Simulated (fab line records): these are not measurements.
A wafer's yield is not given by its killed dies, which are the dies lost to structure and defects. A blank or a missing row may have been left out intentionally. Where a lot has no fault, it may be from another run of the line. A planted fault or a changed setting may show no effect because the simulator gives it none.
Which of the tools did it? / flow n5-finfet / 36 wafers from 12 lots sampled at 2 of the route's 1938 steps

WHAT THE GAUGES READ, wafer by wafer
N5_BEOL_M5_THK_MEAS_01.
lot=L076; measured=day 8 15:29; on=film-metro-01; M5_ILD_THK (nm)=120.0 121.0 120.2
lot=L077; measured=day 9 03:15; on=film-metro-01; M5_ILD_THK (nm)=119.0 120.5 122.3
lot=L079; measured=day 9 14:22; on=film-metro-02; M5_ILD_THK (nm)=121.4 124.0 123.0
lot=L081; measured=day 9 20:02; on=film-metro-01; M5_ILD_THK (nm)=119.8 124.5 122.3
lot=L083; measured=day 10 13:42; on=film-metro-01; M5_ILD_THK (nm)=119.8 123.1 122.1
lot=L084; measured=day 10 22:32; on=film-metro-02; M5_ILD_THK (nm)=120.2 122.6 120.8
lot=L089; measured=day 11 22:38; on=film-metro-01; M5_ILD_THK (nm)=120.1 119.9 121.3
lot=L088; measured=day 12 06:57; on=film-metro-01; M5_ILD_THK (nm)=117.7 119.9 122.2
lot=L091; measured=day 13 18:49; on=film-metro-02; M5_ILD_THK (nm)=122.3 124.1 124.8
lot=L094; measured=day 14 02:58; on=film-metro-01; M5_ILD_THK (nm)=119.5 118.5 120.6
lot=L096; measured=day 14 22:23; on=film-metro-02; M5_ILD_THK (nm)=120.7 120.1 121.5
lot=L097; measured=day 15 01:26; on=film-metro-01; M5_ILD_THK (nm)=120.6 120.5 121.7

WHICH TOOL RAN EACH LOT (tool, then ch and the chambers of the sampled wafers, then the start)
lot=L076; N5_BEOL_M5_ILD_DEP_00=pecvd-04 ch 1,2, day 8 14:55
lot=L077; N5_BEOL_M5_ILD_DEP_00=pecvd-03 ch 1,2, day 9 02:12
lot=L079; N5_BEOL_M5_ILD_DEP_00=pecvd-04 ch 0,1,2, day 9 13:47
lot=L081; N5_BEOL_M5_ILD_DEP_00=pecvd-03 ch 0,2, day 9 19:28
lot=L083; N5_BEOL_M5_ILD_DEP_00=pecvd-04 ch 0,1,2, day 10 12:59
lot=L084; N5_BEOL_M5_ILD_DEP_00=pecvd-04 ch 0,1, day 10 17:18
lot=L089; N5_BEOL_M5_ILD_DEP_00=pecvd-04 ch 0,1,2, day 11 22:04
lot=L088; N5_BEOL_M5_ILD_DEP_00=pecvd-02 ch 0,1,2, day 12 05:53
lot=L091; N5_BEOL_M5_ILD_DEP_00=pecvd-03 ch 0,2, day 13 18:14
lot=L094; N5_BEOL_M5_ILD_DEP_00=pecvd-04 ch 1,2, day 14 01:55
lot=L096; N5_BEOL_M5_ILD_DEP_00=pecvd-04 ch 0,1,2, day 14 21:19
lot=L097; N5_BEOL_M5_ILD_DEP_00=pecvd-03 ch 0,1,2, day 15 00:52
- N5_BEOL_M5_ILD_DEP_00: deposits SiCOH lowk from DEMS/porogen, target thk 140.64 nm, time 25.9 s.

THE ANSWER, worked out from the rows above alone
Rule: what is usual is taken from the lots themselves. Put in order of their means at a reading, lots are off if they are a third of the lots or fewer, leave a main group of 4 or more, and stand apart from it by a gap of 3 or more times the standard deviation of the main group's means; of several such gaps the widest counts. The tables above print the reading to a certain number of digits; a main group whose means all agree to those digits is not used. A lot without any number at a reading at which 4 lots or more have one is off too. The other lots that the step has rows for count as sound.
Across all readings shown, no lot is off: no conclusion can be drawn from this.

WHAT THE SIMULATOR HAD INSERTED
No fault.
